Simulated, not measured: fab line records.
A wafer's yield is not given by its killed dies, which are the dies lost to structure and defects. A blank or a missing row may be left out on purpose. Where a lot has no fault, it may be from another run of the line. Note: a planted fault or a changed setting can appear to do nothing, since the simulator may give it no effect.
fab line records | flow n5-finfet | part 2 of 2: steps 20 to 30 of 30
record lots=5 | wafers=15 | last-day=15
route steps=1938 shown BEOL_M8@1337
lots with no fault: from the same line, run without faults
start-h: hours from the record's first day to the start of the lot's first wafer shown | wait-h: how many hours have passed since the lot's step before this one | " identical to the entry in the row above | L1.1+2: several wafers, shown together as one row | - no value present, or no start provided | * or withheld: withheld | < > ~ a bound
route shown NAME@n: a module of which the file shows steps, and the number in the route of the first | usual: mean/standard deviation of fault-free wafers | same: alike in all rows | chamber/n: place in a boat | sites: readings site by site | _std_site: standard deviation across them | _edge_site: mean of outer sites minus mean of inner sites | radius-mm: how far each site lies from the wafer's centre | mask NAME#n: copy n | behind: tool/chamber where the wafer was last shaped | hold: what put the lot on hold/how long, in hours/how the hold closed | device: names the non-switching transistor (n, p or np) | end of line: tests run on the same wafers once the route is complete | step lacking rows: just its recipe | killed: dies lost to structure and defects at the first sort, not the wafer's yield | map: shows each die of a wafer: x if killed, . if not, _ if none is there
set.NAME: setting as actually run; set.NAME@STEP: the setting as run at that earlier step | model.NAME: the simulator's own value behind a step, which no gauge read
lots at selected steps of the route; one table per step, one row per wafer
services: from which hour (start-h, from the record's first day; less than 0 if before it) a tool's chamber was out of use, for how many hours, and why
## steps
# step N5_BEOL_M8_COAT_63
# recipe resist=SOC | temp-c=250 | time-s=60 | spin-rpm=1500 | resist-thk-nm=60
# usual chill-plate-temp-C=22.99/0.095
# same time-s=60
lot.wafer | tool           | chamber | start-h | wait-h | chill-plate-temp-C
L076.1    | litho-track-04 | 0       | 212.06  | 0.0    | 23.04
L076.3    | "              | 0       | "       | "      | 22.99
L076.5    | "              | 0       | "       | "      | 22.92
L077.1    | litho-track-02 | 0       | 212.69  | 0.0    | 22.98
L077.3    | "              | 0       | "       | "      | 23.02
L077.6    | "              | 0       | "       | "      | 22.85
L079.3    | litho-track-03 | 0       | 226.07  | 0.1    | 23.00
L079.4    | "              | 0       | "       | "      | 22.93
L079.5    | "              | 0       | "       | "      | 23.02
L082.2    | litho-track-04 | 0       | 235.54  | 1.0    | 23.05
L082.4    | "              | 0       | "       | "      | 23.12
L082.5    | "              | 0       | "       | "      | 22.82
L089.3    | litho-track-02 | 0       | 283.22  | 1.7    | 23.00
L089.5    | "              | 0       | "       | "      | 22.91
L089.6    | "              | 0       | "       | "      | 22.92
# step N5_BEOL_M8_COAT_64
# recipe resist=SiARC | temp-c=220 | time-s=60 | spin-rpm=1500 | resist-thk-nm=12
# usual chill-plate-temp-C=23.00/0.1
# same time-s=60
lot.wafer | tool           | chamber | start-h | wait-h | chill-plate-temp-C
L076.1    | litho-track-04 | 0       | -       | -      | 22.90
L076.3    | "              | 0       | "       | "      | 22.84
L076.5    | "              | 0       | "       | "      | 23.02
L077.1    | litho-track-02 | 0       | -       | -      | 23.11
L077.3    | "              | 0       | "       | "      | 23.06
L077.6    | "              | 0       | "       | "      | 23.16
L079.3    | litho-track-03 | 0       | -       | -      | 23.01
L079.4    | "              | 0       | "       | "      | 22.98
L079.5    | "              | 0       | "       | "      | 23.02
L082.2    | litho-track-04 | 0       | -       | -      | 22.99
L082.4    | "              | 0       | "       | "      | 23.04
L082.5    | "              | 0       | "       | "      | 22.98
L089.3    | litho-track-02 | 0       | -       | -      | 23.03
L089.5    | "              | 0       | "       | "      | 23.03
L089.6    | "              | 0       | "       | "      | 22.90
# step N5_BEOL_M8_COAT_71
# recipe resist=underlayer | temp-c=205 | time-s=60 | spin-rpm=1500 | resist-thk-nm=5
# usual chill-plate-temp-C=23.01/0.11
# same time-s=60
lot.wafer | tool           | chamber | start-h | wait-h | chill-plate-temp-C
L076.1    | litho-track-04 | 0       | -       | -      | 22.84
L076.3    | "              | 0       | "       | "      | 22.95
L076.5    | "              | 0       | "       | "      | 22.96
L077.1    | litho-track-02 | 0       | -       | -      | 23.28
L077.3    | "              | 0       | "       | "      | 23.08
L077.6    | "              | 0       | "       | "      | 23.05
L079.3    | litho-track-03 | 0       | -       | -      | 22.97
L079.4    | "              | 0       | "       | "      | 23.03
L079.5    | "              | 0       | "       | "      | 22.92
L082.2    | litho-track-04 | 0       | -       | -      | 23.15
L082.4    | "              | 0       | "       | "      | 23.10
L082.5    | "              | 0       | "       | "      | 23.20
L089.3    | litho-track-02 | 0       | -       | -      | 22.95
L089.5    | "              | 0       | "       | "      | 22.96
L089.6    | "              | 0       | "       | "      | 22.90
# step N5_BEOL_M8_COAT_22
# recipe resist=CAR-EUV | spin-rpm=1500 | resist-thk-nm=30
# usual chill-plate-temp-C=23.01/0.1
lot.wafer | tool           | chamber | start-h | wait-h | chill-plate-temp-C
L076.1    | litho-track-04 | 0       | -       | -      | 23.09
L076.3    | "              | 0       | "       | "      | 23.19
L076.5    | "              | 0       | "       | "      | 23.11
L077.1    | litho-track-02 | 0       | -       | -      | 22.81
L077.3    | "              | 0       | "       | "      | 22.94
L077.6    | "              | 0       | "       | "      | 23.01
L079.3    | litho-track-03 | 0       | -       | -      | 22.97
L079.4    | "              | 0       | "       | "      | 22.84
L079.5    | "              | 0       | "       | "      | 23.10
L082.2    | litho-track-04 | 0       | -       | -      | 22.96
L082.4    | "              | 0       | "       | "      | 22.93
L082.5    | "              | 0       | "       | "      | 22.98
L089.3    | litho-track-02 | 0       | -       | -      | 22.97
L089.5    | "              | 0       | "       | "      | 22.90
L089.6    | "              | 0       | "       | "      | 23.04
# step N5_BEOL_M8_EBR_24
# recipe solvent=PGMEA | ebr-width-mm=1.5
# usual chill-plate-temp-C=22.99/0.1
# same ebr-width-mm=1.5
lot.wafer | tool           | chamber | start-h | wait-h | chill-plate-temp-C
L076.1    | litho-track-04 | 0       | -       | -      | 22.87
L076.3    | "              | 0       | "       | "      | 23.01
L076.5    | "              | 0       | "       | "      | 23.10
L077.1    | litho-track-02 | 0       | -       | -      | 22.88
L077.3    | "              | 0       | "       | "      | 22.93
L077.6    | "              | 0       | "       | "      | 22.92
L079.3    | litho-track-03 | 0       | -       | -      | 22.99
L079.4    | "              | 0       | "       | "      | 23.12
L079.5    | "              | 0       | "       | "      | 23.04
L082.2    | litho-track-04 | 0       | -       | -      | 23.08
L082.4    | "              | 0       | "       | "      | 23.05
L082.5    | "              | 0       | "       | "      | 23.02
L089.3    | litho-track-02 | 0       | -       | -      | 23.05
L089.5    | "              | 0       | "       | "      | 23.05
L089.6    | "              | 0       | "       | "      | 23.00
# step N5_BEOL_M8_SOFTBAKE_23
# recipe temp-c=110 | time-s=60 | resist=CAR-EUV
# usual chill-plate-temp-C=23.01/0.13
# same time-s=60
lot.wafer | tool           | chamber | start-h | wait-h | chill-plate-temp-C
L076.1    | litho-track-04 | 0       | -       | -      | 23.00
L076.3    | "              | 0       | "       | "      | 22.94
L076.5    | "              | 0       | "       | "      | 22.86
L077.1    | litho-track-02 | 0       | -       | -      | 23.07
L077.3    | "              | 0       | "       | "      | 22.97
L077.6    | "              | 0       | "       | "      | 23.14
L079.3    | litho-track-03 | 0       | -       | -      | 23.11
L079.4    | "              | 0       | "       | "      | 22.89
L079.5    | "              | 0       | "       | "      | 22.90
L082.2    | litho-track-04 | 0       | -       | -      | 22.81
L082.4    | "              | 0       | "       | "      | 22.98
L082.5    | "              | 0       | "       | "      | 22.79
L089.3    | litho-track-02 | 0       | -       | -      | 23.01
L089.5    | "              | 0       | "       | "      | 22.94
L089.6    | "              | 0       | "       | "      | 23.05
# step N5_BEOL_M8_EXPOSE_25
# recipe mask-id=V7 | na=0.33 | source-shape=annular | sigma-inner=0.4 | sigma-outer=0.8 | polarization=unpolarized | target-cd-nm=40 | dose-mj=42.5
lot.wafer  | tool           | chamber | start-h | wait-h | mask
L076.1+3+5 | euv-scanner-02 | 0       | 212.20  | -      | V7#0
L077.1+3+6 | euv-scanner-01 | 0       | 212.96  | -      | V7#0
L079.3+4+5 | euv-scanner-01 | 0       | 226.35  | -      | V7#0
L082.2+4+5 | euv-scanner-01 | 0       | 235.97  | -      | V7#0
L089.3+5+6 | euv-scanner-02 | 0       | 283.37  | -      | V7#0
# step N5_BEOL_M8_PEB_26
# recipe peb-temp-c=100 | peb-time-s=60 | resist=CAR-EUV
# usual chill-plate-temp-C=23.00/0.098
lot.wafer | tool           | chamber | start-h | wait-h | chill-plate-temp-C
L076.1    | litho-track-03 | 0       | 212.26  | 0.1    | 22.94
L076.3    | "              | 0       | "       | "      | 22.90
L076.5    | "              | 0       | "       | "      | 23.01
L077.1    | litho-track-04 | 0       | 213.02  | 0.1    | 22.96
L077.3    | "              | 0       | "       | "      | 23.00
L077.6    | "              | 0       | "       | "      | 22.97
L079.3    | litho-track-03 | 0       | 226.40  | 0.0    | 22.99
L079.4    | "              | 0       | "       | "      | 22.88
L079.5    | "              | 0       | "       | "      | 23.07
L082.2    | litho-track-02 | 0       | 236.03  | 0.1    | 23.00
L082.4    | "              | 0       | "       | "      | 23.14
L082.5    | "              | 0       | "       | "      | 23.09
L089.3    | litho-track-04 | 0       | 283.43  | 0.0    | 23.04
L089.5    | "              | 0       | "       | "      | 23.08
L089.6    | "              | 0       | "       | "      | 23.12
# step N5_BEOL_M8_DEVELOP_27
# recipe develop-time-s=30 | developer=TMAH | resist=CAR-EUV | rinse-liquid=surfactant-rinse | dry=air-spin | dev-temp-c=23
# usual chill-plate-temp-C=23.00/0.11 | developer-temp-C=22.99/0.11
lot.wafer | tool           | chamber | start-h | wait-h | chill-plate-temp-C | developer-temp-C
L076.1    | litho-track-03 | 0       | -       | -      | 23.21              | 23.03
L076.3    | "              | 0       | "       | "      | 23.01              | 22.86
L076.5    | "              | 0       | "       | "      | 23.03              | 23.02
L077.1    | litho-track-04 | 0       | -       | -      | 22.85              | 23.14
L077.3    | "              | 0       | "       | "      | 22.88              | 23.18
L077.6    | "              | 0       | "       | "      | 22.79              | 23.07
L079.3    | litho-track-03 | 0       | -       | -      | 22.96              | 22.84
L079.4    | "              | 0       | "       | "      | 22.96              | 22.92
L079.5    | "              | 0       | "       | "      | 23.03              | 22.82
L082.2    | litho-track-02 | 0       | -       | -      | 23.20              | 23.19
L082.4    | "              | 0       | "       | "      | 23.15              | 23.10
L082.5    | "              | 0       | "       | "      | 23.04              | 23.10
L089.3    | litho-track-04 | 0       | -       | -      | 23.08              | 22.99
L089.5    | "              | 0       | "       | "      | 23.09              | 22.86
L089.6    | "              | 0       | "       | "      | 23.05              | 22.85
# step N5_BEOL_M8_CD_MEAS_28
# recipe target-cd-nm=40 | landing-energy-ev=500 | detector=se-inlens
# usual cd-nm=40.02/0.21
lot.wafer | tool      | chamber | start-h | wait-h | cd-nm
L076.1    | cd-sem-03 | 0       | 212.33  | -      | 40.05
L076.3    | "         | 0       | "       | "      | 40.23
L076.5    | "         | 0       | "       | "      | 39.61
L077.1    | cd-sem-02 | 0       | 213.09  | -      | 39.88
L077.3    | "         | 0       | "       | "      | 39.84
L077.6    | "         | 0       | "       | "      | 40.06
L079.3    | cd-sem-03 | 0       | 226.47  | -      | 40.06
L079.4    | "         | 0       | "       | "      | 40.33
L079.5    | "         | 0       | "       | "      | 40.04
L082.2    | cd-sem-03 | 0       | 236.10  | -      | 39.97
L082.4    | "         | 0       | "       | "      | 40.19
L082.5    | "         | 0       | "       | "      | 39.90
L089.3    | cd-sem-02 | 0       | 283.49  | -      | 40.21
L089.5    | "         | 0       | "       | "      | 40.28
L089.6    | "         | 0       | "       | "      | 40.15
# step N5_BEOL_M8_OVL_MEAS_29
# recipe points-per-wafer=522
# usual V7_OVL=-0.2/0.65
lot.wafer | tool       | chamber | start-h | wait-h | V7_OVL[nm]
L076.1    | overlay-01 | 0       | 212.36  | 0.0    | 0.7
L076.3    | "          | 0       | "       | "      | 0.1
L076.5    | "          | 0       | "       | "      | -0.5
L077.1    | overlay-01 | 0       | 213.12  | 0.0    | -0.5
L077.3    | "          | 0       | "       | "      | 0.2
L077.6    | "          | 0       | "       | "      | -0.1
L079.3    | overlay-02 | 0       | 226.51  | 0.0    | 0.5
L079.4    | "          | 0       | "       | "      | -0.1
L079.5    | "          | 0       | "       | "      | 0.3
L082.2    | overlay-01 | 0       | 236.14  | 0.0    | -0.5
L082.4    | "          | 0       | "       | "      | -0.7
L082.5    | "          | 0       | "       | "      | -0.7
L089.3    | overlay-02 | 0       | 283.53  | 0.0    | 0.0
L089.5    | "          | 0       | "       | "      | -0.1
L089.6    | "          | 0       | "       | "      | -0.6
## services
tool            | chamber | start-h | hours | kind
arfi-scanner-02 | -       | 188.39  | 1.3   | pm
euv-scanner-01  | -       | 189.81  | 1.0   | pm
arfi-scanner-02 | -       | 197.30  | 0.2   | repair
arfi-scanner-02 | -       | 198.87  | 2.2   | repair
euv-scanner-02  | -       | 206.29  | 1.0   | repair
arfi-scanner-03 | -       | 207.14  | 0.7   | repair
arfi-scanner-02 | -       | 208.55  | 4.9   | pm
rie-diel-04     | 2       | 210.03  | 5.3   | repair
rie-diel-04     | 1       | 217.31  | 5.0   | repair
rie-diel-01     | 3       | 221.31  | 4.5   | repair
arfi-scanner-03 | -       | 227.72  | 0.8   | pm
arfi-scanner-01 | -       | 238.05  | 4.8   | repair
euv-scanner-01  | -       | 240.13  | 4.6   | pm
rie-diel-01     | 2       | 240.16  | 6.1   | repair
euv-scanner-02  | -       | 244.73  | 1.0   | pm
euv-scanner-01  | -       | 245.96  | 1.0   | pm
euv-scanner-02  | -       | 246.97  | 4.6   | pm
arfi-scanner-03 | -       | 248.85  | 1.3   | pm
arfi-scanner-02 | -       | 251.79  | 120.0 | pm
rie-metal-02    | 0       | 253.58  | 26.6  | repair
rie-metal-03    | -       | 253.80  | 1.7   | repair
rie-diel-04     | 1       | 265.61  | 2.8   | repair
rie-diel-04     | 1       | 270.86  | 4.3   | repair
arfi-scanner-03 | -       | 273.69  | 4.8   | pm
